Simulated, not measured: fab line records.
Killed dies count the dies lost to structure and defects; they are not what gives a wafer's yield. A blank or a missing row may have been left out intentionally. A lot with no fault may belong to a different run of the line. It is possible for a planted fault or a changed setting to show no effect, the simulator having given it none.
Which of the tools did it? :: flow nand_harc :: 23 lots with 69 wafers sampled at 2 steps, on a route of 1302 steps

== WHAT THE GAUGES SHOWED, per wafer ==
NHARC_A_ONON_D2_THK_MEAS_34: measures by ellipsometry. Usual: thk_nm 199.8 nm, standard deviation 2.8.
lot: L074
measured: day 13 14:00
on: film_metro-01
thk_nm (nm): 197.8 199.1 198.2
flag: 

lot: L075
measured: day 13 14:01
on: film_metro-02
thk_nm (nm): 199.2 199.8 198.3
flag: 

lot: L076
measured: day 14 03:32
on: film_metro-01
thk_nm (nm): 200.1 202.9 206.6
flag: 

lot: L077
measured: day 14 15:20
on: film_metro-01
thk_nm (nm): 196.9 198.2 201.6
flag: 

lot: L078
measured: day 14 20:25
on: film_metro-01
thk_nm (nm): 199.0 196.9 199.9
flag: 

lot: L079
measured: day 15 05:26
on: film_metro-02
thk_nm (nm): 199.9 201.5 197.6
flag: 

lot: L080
measured: day 15 15:06
on: film_metro-01
thk_nm (nm): 196.5 193.9 198.8
flag: 

lot: L081
measured: day 16 00:47
on: film_metro-02
thk_nm (nm): 195.6 197.8 200.8
flag: 

lot: L082
measured: day 16 11:19
on: film_metro-02
thk_nm (nm): 198.4 196.4 196.5
flag: 

lot: L083
measured: day 16 11:36
on: film_metro-02
thk_nm (nm): 198.7 197.6 201.7
flag: 

lot: L084
measured: day 17 12:19
on: film_metro-01
thk_nm (nm): 200.1 198.2 202.2
flag: 

lot: L085
measured: day 17 12:20
on: film_metro-02
thk_nm (nm): 196.9 199.1 204.1
flag: 

lot: L086
measured: day 18 02:20
on: film_metro-01
thk_nm (nm): 197.5 200.9 200.2
flag: 

lot: L087
measured: day 18 23:05
on: film_metro-01
thk_nm (nm): 193.2 195.7 200.8
flag: 

lot: L088
measured: day 19 09:46
on: film_metro-01
thk_nm (nm): 201.3 201.4 204.0
flag: 

lot: L089
measured: day 19 09:34
on: film_metro-02
thk_nm (nm): 197.0 197.1 197.3
flag: 

lot: L091
measured: day 20 01:56
on: film_metro-01
thk_nm (nm): 198.0 200.7 203.4
flag: 

lot: L090
measured: day 20 01:56
on: film_metro-02
thk_nm (nm): 195.6 197.3 204.5
flag: 

lot: L093
measured: day 21 10:10
on: film_metro-02
thk_nm (nm): 197.7 197.0 200.6
flag: 

lot: L092
measured: day 21 10:09
on: film_metro-01
thk_nm (nm): 201.1 200.9 205.7
flag: 

lot: L095
measured: day 21 10:25
on: film_metro-02
thk_nm (nm): 199.3 200.2 200.2
flag: 

lot: L096
measured: day 21 17:03
on: film_metro-02
thk_nm (nm): 195.4 194.1 200.1
flag: 

lot: L097
measured: day 22 15:29
on: film_metro-01
thk_nm (nm): 198.4 200.8 201.3
flag: 

== TOOL THAT RAN EACH LOT (tool first, then ch and the chambers of the sampled wafers, then the start) ==
lot: L074
NHARC_A_DECK1_JOINT_CMP_02: cmp-02 ch 0,2,3, day 12 23:42

lot: L075
NHARC_A_DECK1_JOINT_CMP_02: cmp-01 ch 1,3, day 12 23:43

lot: L076
NHARC_A_DECK1_JOINT_CMP_02: cmp-03 ch 1,2,3, day 13 10:36

lot: L077
NHARC_A_DECK1_JOINT_CMP_02: cmp-01 ch 0,2,3, day 13 19:43

lot: L078
NHARC_A_DECK1_JOINT_CMP_02: cmp-02 ch 1,2,3, day 14 06:06

lot: L079
NHARC_A_DECK1_JOINT_CMP_02: cmp-01 ch 1,2,3, day 14 14:31

lot: L080
NHARC_A_DECK1_JOINT_CMP_02: cmp-03 ch 0,2, day 15 00:47

lot: L081
NHARC_A_DECK1_JOINT_CMP_02: cmp-03 ch 2,3, day 15 10:38

lot: L082
NHARC_A_DECK1_JOINT_CMP_02: cmp-01 ch 0,1,2, day 15 21:39

lot: L083
NHARC_A_DECK1_JOINT_CMP_02: cmp-03 ch 0,1,3, day 15 21:40

lot: L084
NHARC_A_DECK1_JOINT_CMP_02: cmp-03 ch 1,2,3, day 16 22:42

lot: L085
NHARC_A_DECK1_JOINT_CMP_02: cmp-03 ch 0,1,3, day 16 22:53

lot: L086
NHARC_A_DECK1_JOINT_CMP_02: cmp-01 ch 0,1,2, day 17 12:19

lot: L087
NHARC_A_DECK1_JOINT_CMP_02: cmp-02 ch 0,1,3, day 18 08:47

lot: L088
NHARC_A_DECK1_JOINT_CMP_02: cmp-01 ch 0,3, day 18 17:46

lot: L089
NHARC_A_DECK1_JOINT_CMP_02: cmp-03 ch 0,2,3, day 18 17:47

lot: L091
NHARC_A_DECK1_JOINT_CMP_02: cmp-02 ch 0,1,3, day 19 12:19

lot: L090
NHARC_A_DECK1_JOINT_CMP_02: cmp-03 ch 0,1,2, day 19 12:20

lot: L093
NHARC_A_DECK1_JOINT_CMP_02: cmp-03 ch 1,2,3, day 20 20:08

lot: L092
NHARC_A_DECK1_JOINT_CMP_02: cmp-01 ch 0,2,3, day 20 20:10

lot: L095
NHARC_A_DECK1_JOINT_CMP_02: cmp-03 ch 0,2, day 20 20:55

lot: L096
NHARC_A_DECK1_JOINT_CMP_02: cmp-02 ch 0,3, day 21 02:38

lot: L097
NHARC_A_DECK1_JOINT_CMP_02: cmp-01 ch 0,1,3, day 22 01:46
- NHARC_A_DECK1_JOINT_CMP_02: polishes SiOx.

== WHAT THE TOOLS THEMSELVES READ (means of the sampled wafers that have a number; where no wafer has one, the mark that the record gives instead) ==
NHARC_A_DECK1_JOINT_CMP_02. Usual: motor_current_A 12.3 A, standard deviation 1.3.
lot: L074
tool: cmp-02
motor_current_A (A): 12.2
flag: 

lot: L075
tool: cmp-01
motor_current_A (A): 11.1
flag: 

lot: L076
tool: cmp-03
motor_current_A (A): 12.4
flag: 

lot: L077
tool: cmp-01
motor_current_A (A): 12.3
flag: 

lot: L078
tool: cmp-02
motor_current_A (A): 12.8
flag: 

lot: L079
tool: cmp-01
motor_current_A (A): 12.1
flag: 

lot: L080
tool: cmp-03
motor_current_A (A): 13.2
flag: 

lot: L081
tool: cmp-03
motor_current_A (A): 12.3
flag: 

lot: L082
tool: cmp-01
motor_current_A (A): 12.6
flag: 

lot: L083
tool: cmp-03
motor_current_A (A): 12.0
flag: 

lot: L084
tool: cmp-03
motor_current_A (A): 12.1
flag: 

lot: L085
tool: cmp-03
motor_current_A (A): 11.9
flag: 

lot: L086
tool: cmp-01
motor_current_A (A): 13.0
flag: 

lot: L087
tool: cmp-02
motor_current_A (A): 11.7
flag: 

lot: L088
tool: cmp-01
motor_current_A (A): 11.2
flag: 

lot: L089
tool: cmp-03
motor_current_A (A): 12.8
flag: 

lot: L091
tool: cmp-02
motor_current_A (A): 11.4
flag: 

lot: L090
tool: cmp-03
motor_current_A (A): 13.1
flag: 

lot: L093
tool: cmp-03
motor_current_A (A): 12.3
flag: 

lot: L092
tool: cmp-01
motor_current_A (A): 12.2
flag: 

lot: L095
tool: cmp-03
motor_current_A (A): 14.4
flag: 

lot: L096
tool: cmp-02
motor_current_A (A): 12.5
flag: 

lot: L097
tool: cmp-01
motor_current_A (A): 11.6
flag: 

== THE ANSWER, worked out from the rows above alone ==
Rule: a lot is off if the mean of its wafers that have a number lies more than 3 standard deviations from the usual mean. A lot without any number at a reading at which 4 lots or more have one is off too. The other lots that the step has rows for count as sound. The gauges are gone through in route order, then the tools' own readings, and for those a lot's mean is taken as printed above. The first step at which some lot is off is used, and at that step the reading that is off furthest; a lot without a number counts as furthest.
Across all readings shown, no lot is off: no conclusion can be drawn from this.

== WHAT WAS PUT IN BY THE SIMULATOR ==
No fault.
